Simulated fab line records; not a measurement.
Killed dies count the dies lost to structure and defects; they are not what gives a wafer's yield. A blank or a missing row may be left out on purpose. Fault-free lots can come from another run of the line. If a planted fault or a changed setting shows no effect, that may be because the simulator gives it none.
Lot-split experiment || flow n5Finfet || 7 lots, 21 wafers read, on a route of 1938 steps

## ON THE SPLIT
At N5_BEOL_M7_DEP_56 (deposits SiCN from 3MS/NH3, target thk 10 nm, time 17.5 s), the setting timeS was moved away from the recipe's 17.5 s on 10 of the 21 wafers read, by -12.1% to +13.5%. For the rest of the wafers, this setting stayed at what the recipe calls for.

The reading is taken at the split's own step.

## THE READING
SiCN_of_BEOL_M7_DEP_56.thkNm (the simulator's own value, which no gauge read), in nm, at N5_BEOL_M7_DEP_56 (deposits SiCN from 3MS/NH3, target thk 10 nm, time 17.5 s). The file does not state a usual value for it. Across the 11 wafers here that went through the recipe, the average is 10.0 nm and the standard deviation 0.22 nm.

{"wafer": "L074.4", "tool, chamber at the split": "pecvd-02, 1", "timeS as run, s": 15.8, "against the recipe": "-9.7%", "SiCN_of_BEOL_M7_DEP_56.thkNm, nm": 9.2, "against lot-mates on the recipe": -0.8}
{"wafer": "L074.5", "tool, chamber at the split": "pecvd-02, 0", "timeS as run, s": 17.5, "against the recipe": "recipe", "SiCN_of_BEOL_M7_DEP_56.thkNm, nm": 10, "against lot-mates on the recipe": "-"}
{"wafer": "L074.6", "tool, chamber at the split": "pecvd-02, 2", "timeS as run, s": 15.8, "against the recipe": "-9.7%", "SiCN_of_BEOL_M7_DEP_56.thkNm, nm": 9, "against lot-mates on the recipe": -1.0}
{"wafer": "L075.2", "tool, chamber at the split": "pecvd-02, 1", "timeS as run, s": 17.5, "against the recipe": "recipe", "SiCN_of_BEOL_M7_DEP_56.thkNm, nm": 10, "against lot-mates on the recipe": "-"}
{"wafer": "L075.4", "tool, chamber at the split": "pecvd-02, 2", "timeS as run, s": 17.5, "against the recipe": "recipe", "SiCN_of_BEOL_M7_DEP_56.thkNm, nm": 9.8, "against lot-mates on the recipe": "-"}
{"wafer": "L075.6", "tool, chamber at the split": "pecvd-02, 1", "timeS as run, s": 16.24, "against the recipe": "-7.2%", "SiCN_of_BEOL_M7_DEP_56.thkNm, nm": 9.6, "against lot-mates on the recipe": -0.3}
{"wafer": "L078.2", "tool, chamber at the split": "pecvd-03, 0", "timeS as run, s": 17.5, "against the recipe": "recipe", "SiCN_of_BEOL_M7_DEP_56.thkNm, nm": 9.8, "against lot-mates on the recipe": "-"}
{"wafer": "L078.3", "tool, chamber at the split": "pecvd-03, 1", "timeS as run, s": 15.38, "against the recipe": "-12.1%", "SiCN_of_BEOL_M7_DEP_56.thkNm, nm": 8.8, "against lot-mates on the recipe": -1.0}
{"wafer": "L078.5", "tool, chamber at the split": "pecvd-03, 0", "timeS as run, s": 15.38, "against the recipe": "-12.1%", "SiCN_of_BEOL_M7_DEP_56.thkNm, nm": 8.6, "against lot-mates on the recipe": -1.2}
{"wafer": "L080.4", "tool, chamber at the split": "pecvd-04, 1", "timeS as run, s": 19.87, "against the recipe": "+13.5%", "SiCN_of_BEOL_M7_DEP_56.thkNm, nm": 11.6, "against lot-mates on the recipe": "+1.6"}
{"wafer": "L080.5", "tool, chamber at the split": "pecvd-04, 2", "timeS as run, s": 17.5, "against the recipe": "recipe", "SiCN_of_BEOL_M7_DEP_56.thkNm, nm": 10, "against lot-mates on the recipe": "-"}
{"wafer": "L080.6", "tool, chamber at the split": "pecvd-04, 0", "timeS as run, s": 19.87, "against the recipe": "+13.5%", "SiCN_of_BEOL_M7_DEP_56.thkNm, nm": 11.8, "against lot-mates on the recipe": "+1.8"}
{"wafer": "L083.2", "tool, chamber at the split": "pecvd-03, 2", "timeS as run, s": 17.5, "against the recipe": "recipe", "SiCN_of_BEOL_M7_DEP_56.thkNm, nm": 9.8, "against lot-mates on the recipe": "-"}
{"wafer": "L083.3", "tool, chamber at the split": "pecvd-03, 1", "timeS as run, s": 15.69, "against the recipe": "-10.3%", "SiCN_of_BEOL_M7_DEP_56.thkNm, nm": 9, "against lot-mates on the recipe": -0.9}
{"wafer": "L083.4", "tool, chamber at the split": "pecvd-03, 2", "timeS as run, s": 17.5, "against the recipe": "recipe", "SiCN_of_BEOL_M7_DEP_56.thkNm, nm": 10, "against lot-mates on the recipe": "-"}
{"wafer": "L085.2", "tool, chamber at the split": "pecvd-03, 0", "timeS as run, s": 17.5, "against the recipe": "recipe", "SiCN_of_BEOL_M7_DEP_56.thkNm, nm": 9.8, "against lot-mates on the recipe": "-"}
{"wafer": "L085.4", "tool, chamber at the split": "pecvd-03, 0", "timeS as run, s": 17.5, "against the recipe": "recipe", "SiCN_of_BEOL_M7_DEP_56.thkNm, nm": 9.8, "against lot-mates on the recipe": "-"}
{"wafer": "L085.3", "tool, chamber at the split": "pecvd-03, 2", "timeS as run, s": 17.5, "against the recipe": "recipe", "SiCN_of_BEOL_M7_DEP_56.thkNm, nm": 10, "against lot-mates on the recipe": "-"}
{"wafer": "L086.3", "tool, chamber at the split": "pecvd-04, 2", "timeS as run, s": 16.59, "against the recipe": "-5.2%", "SiCN_of_BEOL_M7_DEP_56.thkNm, nm": 9, "against lot-mates on the recipe": -1.6}
{"wafer": "L086.5", "tool, chamber at the split": "pecvd-04, 1", "timeS as run, s": 16.59, "against the recipe": "-5.2%", "SiCN_of_BEOL_M7_DEP_56.thkNm, nm": 9.8, "against lot-mates on the recipe": -0.8}
{"wafer": "L086.6", "tool, chamber at the split": "pecvd-04, 0", "timeS as run, s": 17.5, "against the recipe": "recipe", "SiCN_of_BEOL_M7_DEP_56.thkNm, nm": 10.6, "against lot-mates on the recipe": "-"}

FIT RESULTS
A straight line over all 21 wafers: SiCN_of_BEOL_M7_DEP_56.thkNm changes by +0.11 nm for each +1% of timeS; r = +0.95; the points scatter about the line by 0.25 nm.
The same after taking each lot's own level away (the mean of its wafers on the recipe; 21 wafers): +0.109 nm for each +1%; r = +0.93; scatter 0.3 nm.
That fit puts the effect of the largest move of timeS on the reading at 1.5 nm.
Across the lots, their own levels run from 9.80 to 10.60 nm, a range of 3.6 times the standard deviation given above.
Hence the lot-to-lot level has little effect on the slope; both slopes agree.
Check: with one of the wafers moved furthest among these (+13.5%) left out of the fit, the line predicts +1.46 nm for it against its lot-mates. It came out at +1.6 nm against them.

## OTHER SPLITS APPLIED TO THESE WAFERS
Before the reading, these wafers also passed through other splits. Each is held against what the fit with the lots' levels taken away leaves over:
{"other split on the same wafers": "N5_BEOL_M6_ETCH_61 biasW", "wafers away from the commonest value": 12, "r with SiCN_of_BEOL_M7_DEP_56.thkNm (lot level and that fit taken away)": "+0.40"}
{"other split on the same wafers": "N5_BEOL_M6_COAT_64 spinRpm", "wafers away from the commonest value": 6, "r with SiCN_of_BEOL_M7_DEP_56.thkNm (lot level and that fit taken away)": -0.32}
{"other split on the same wafers": "N5_BEOL_M7_EXPOSE_25 doseMj", "wafers away from the commonest value": 9, "r with SiCN_of_BEOL_M7_DEP_56.thkNm (lot level and that fit taken away)": -0.14}
{"other split on the same wafers": "N5_BEOL_M7_DESCUM_33 timeS", "wafers away from the commonest value": 4, "r with SiCN_of_BEOL_M7_DEP_56.thkNm (lot level and that fit taken away)": -0.15}

## THE FILE'S OWN FIT
SiCN_of_BEOL_M7_DEP_56.thkNm changes by +0.103 nm for each +1% of timeS, r = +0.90.
